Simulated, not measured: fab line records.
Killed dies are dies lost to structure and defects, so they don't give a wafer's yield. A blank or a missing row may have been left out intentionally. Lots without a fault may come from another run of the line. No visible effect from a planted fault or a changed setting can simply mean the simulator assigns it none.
A single fault, viewed from 3 desks || flow nand harc || every desk sees just its own numbers, and what lay behind them comes last

## METROLOGY DESK
Means of the sampled wafers that have a number, per lot and without regard to the tool the lot ran on: this is what the gauges read. Marked OUT: a lot whose mean sits more than 4 standard deviations from the usual mean, which makes it out of limits; the brackets give that distance.
Columns: A = cd nm at NHARC_P_GATE_CD_MEAS_26, usual 119.2 nm; B = overlay x nm at NHARC_P_GATE_OVL_MEAS_27, usual -0.1 nm; C = overlay y nm at NHARC_P_GATE_OVL_MEAS_27, usual 0.1 nm
{"lot": "L778", "first seen here": "day 5 08:37", "A": 119.6, "B": -0.1, "C": 0.4}
{"lot": "L782", "first seen here": "day 7 00:12", "A": 118.5, "B": 1.0, "C": 1.2}
{"lot": "L794", "first seen here": "day 12 03:04", "A": 119.3, "B": 1.0, "C": 1.2}
{"lot": "L798", "first seen here": "day 13 18:10", "A": 119.1, "B": 0.6, "C": -1.5}
{"lot": "L799", "first seen here": "day 14 07:18", "A": 119.3, "B": -0.5, "C": 0.7}
Finding of this desk: none of the 5 lots has anything out of limits.

## THE DEFECT DESK
What the inspections along the route counted, lot by lot: means of the sampled wafers that have a number. Marked OUT: a lot whose mean sits more than 4 standard deviations from the usual mean, which makes it out of limits; the brackets give that distance.
Columns: A = raw defect count at NHARC_P_GATE_INSPECT_28, usual 6.0
{"lot": "L778", "first seen here": "day 5 08:44", "A": 5.0}
{"lot": "L782", "first seen here": "day 7 00:20", "A": 4.0}
{"lot": "L794", "first seen here": "day 12 03:12", "A": 5.3}
{"lot": "L798", "first seen here": "day 13 18:18", "A": 4.7}
{"lot": "L799", "first seen here": "day 14 07:26", "A": 8.3}
Finding of this desk: none of the 5 lots has anything out of limits.

## THE TOOL OWNER'S DESK: rie diel-04
The tool's own readings at NHARC_P_GATE_ETCH_114 (etches the open film in CF4/O2, target depth 30 nm, overetch 3 nm, time 16.5 s): means of the sampled wafers that have a number, for each lot that ran on this tool. Marked OUT: a lot whose mean sits more than 4 standard deviations from the usual mean, which makes it out of limits; the brackets give that distance. It has 8 readings; the 7 that lie furthest out on some lot are the ones shown.
Columns: A = drypump motor current A at NHARC_P_GATE_ETCH_114, usual 5.7 A; B = oes product au at NHARC_P_GATE_ETCH_114, usual 0.999 a.u.; C = rf fwd power W at NHARC_P_GATE_ETCH_114, usual 293.9 W; D = rf vpp V at NHARC_P_GATE_ETCH_114, usual 197.7 V; E = run length s at NHARC_P_GATE_ETCH_114, usual 37.7 s; F = showerhead plenum p Torr at NHARC_P_GATE_ETCH_114, usual 1.33 Torr; G = throttle valve pct at NHARC_P_GATE_ETCH_114, usual 13.397 %
{"lot": "L778", "first seen here": "day 5 09:00", "A": 5.4, "B": 0.997, "C": 293.4, "D": 196.8, "E": 37.4, "F": 1.32, "G": 13.407}
{"lot": "L794", "first seen here": "day 12 03:00", "A": 5.0, "B": 1.008, "C": 294.4, "D": 197.2, "E": 36.9, "F": 1.28, "G": 13.392}
Finding of this desk: none of the 2 lots has anything out of limits.

## BROUGHT TOGETHER
Metrology desk: nothing out of limits seen.
Nothing the defect desk looked at was out of limits.
The desk of the tool owner found nothing out of limits.

## WHAT THE SIMULATOR HAD INSERTED
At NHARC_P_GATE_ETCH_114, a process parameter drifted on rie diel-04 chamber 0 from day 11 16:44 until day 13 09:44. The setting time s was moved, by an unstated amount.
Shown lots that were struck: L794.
